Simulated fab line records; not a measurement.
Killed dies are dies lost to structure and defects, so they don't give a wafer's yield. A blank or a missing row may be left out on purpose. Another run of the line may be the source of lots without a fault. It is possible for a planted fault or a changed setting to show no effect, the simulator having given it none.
A struck lot beside a sound one	flow nandHarc	13 out of 1302 route steps
Sound: these wafers, L745.2, L745.4, L745.6. Struck: wafers L755.1, L755.2, L755.3. At the end, the cause is stated.
At each step with rows: each side's tool, then ch and its chambers, then its first start. Under that, the readings that differ: sound wafers	struck wafers	difference of the means	sigmas: that difference in standard deviations of wafers without a fault.
alike: readings with means less than 2 such deviations apart, plus words and numbers identical on both sides. not compared: withheld readings, readings lacking a value on some wafer, bounds such as >300 that could conceal the same value, and numbers that have no deviation in the record and whose values overlap.
Wherever a step has rows on one side only, a row that says differs or no value, or a row with sigmas, the two part there. Numbers that don't overlap but have no deviation are shown without sigmas and don't part them. A reading that every wafer of one side lacks parts them only if that side has two wafers or more.

NHARC_A_ONON_D1_THK_MEAS_21: measures by ellipsometry.
  sound: filmMetro-02 at day 8 19:37; struck: filmMetro-01 at day 12 16:22
  alike: thkNm
then, 1 step without rows for these wafers: NHARC_A_ONON_D1_DEP_22 (target thk 1000 nm).
NHARC_A_ONON_D1_THK_MEAS_24: measures by ellipsometry.
  sound: filmMetro-01 at day 8 20:10; struck: filmMetro-01 at day 12 16:56
  alike: thkNm
then, 1 step without rows for these wafers: NHARC_A_ONON_D1_DEP_25 (target thk 1000 nm).
NHARC_A_ONON_D1_THK_MEAS_27: measures by ellipsometry.
  sound: filmMetro-01 at day 8 20:44; struck: filmMetro-02 at day 12 17:30
  alike: thkNm
then, 1 step without rows for these wafers: NHARC_A_ONON_D1_DEP_28 (target thk 1000 nm).
NHARC_A_ONON_D1_THK_MEAS_30: measures by ellipsometry.
  sound: filmMetro-02 at day 8 21:18; struck: filmMetro-02 at day 12 18:04
reading	sound	struck	difference	sigmas
thkNm (nm)	994 991 991	1006 1008 1008	+15	+2
NHARC_A_ONON_D1_DEP_33: deposits SiO2, target thk 200 nm.
  sound on pecvd-01 ch 0,1, day 8 21:27; struck on pecvd-04 ch 0,1,2, day 12 18:07
  alike: chamberPressureTorr, heaterPowerOuterW, heaterPowerW, throttleValvePct
NHARC_A_ONON_D1_THK_MEAS_34: measures by ellipsometry.
  sound: filmMetro-01 at day 8 21:46; struck: filmMetro-01 at day 12 18:32
  alike: thkNm
NHARC_A_ONON_D1_INSPECT_32:
  sound: defectInspect-02 at day 8 21:52; struck: defectInspect-01 at day 12 18:36
  alike: rawDefectCount
NHARC_A_CHANNEL_HOLE_D1_DEP_00: deposits aC, target thk 3100 nm.
  sound on aclDep-02 ch 0, day 8 22:45; struck on aclDep-02 ch 0, day 12 21:08
  alike: throttleValvePct
  not compared: susceptorTempC
NHARC_A_CHANNEL_HOLE_D1_DEP_01: deposits SiON, target thk 140 nm.
  sound on pecvd-02 ch 0,1,2, day 9 00:24; struck on pecvd-03 ch 0,1,2, day 12 23:01
  no value came back on the struck wafers for chamberPressureTorr (Torr), heaterPowerOuterW (W), heaterPowerW (W); on the sound wafers chamberPressureTorr (Torr) reads 3.508 3.486 3.491
then, 1 step without rows for these wafers: NHARC_A_CHANNEL_HOLE_D1_DEHYDRATE_02 (time 120 s).

WHERE THEY PART
Earliest at NHARC_A_ONON_D1_THK_MEAS_30; latest, in this record, at NHARC_A_CHANNEL_HOLE_D1_DEP_01.

WHY: whatever the simulator had introduced
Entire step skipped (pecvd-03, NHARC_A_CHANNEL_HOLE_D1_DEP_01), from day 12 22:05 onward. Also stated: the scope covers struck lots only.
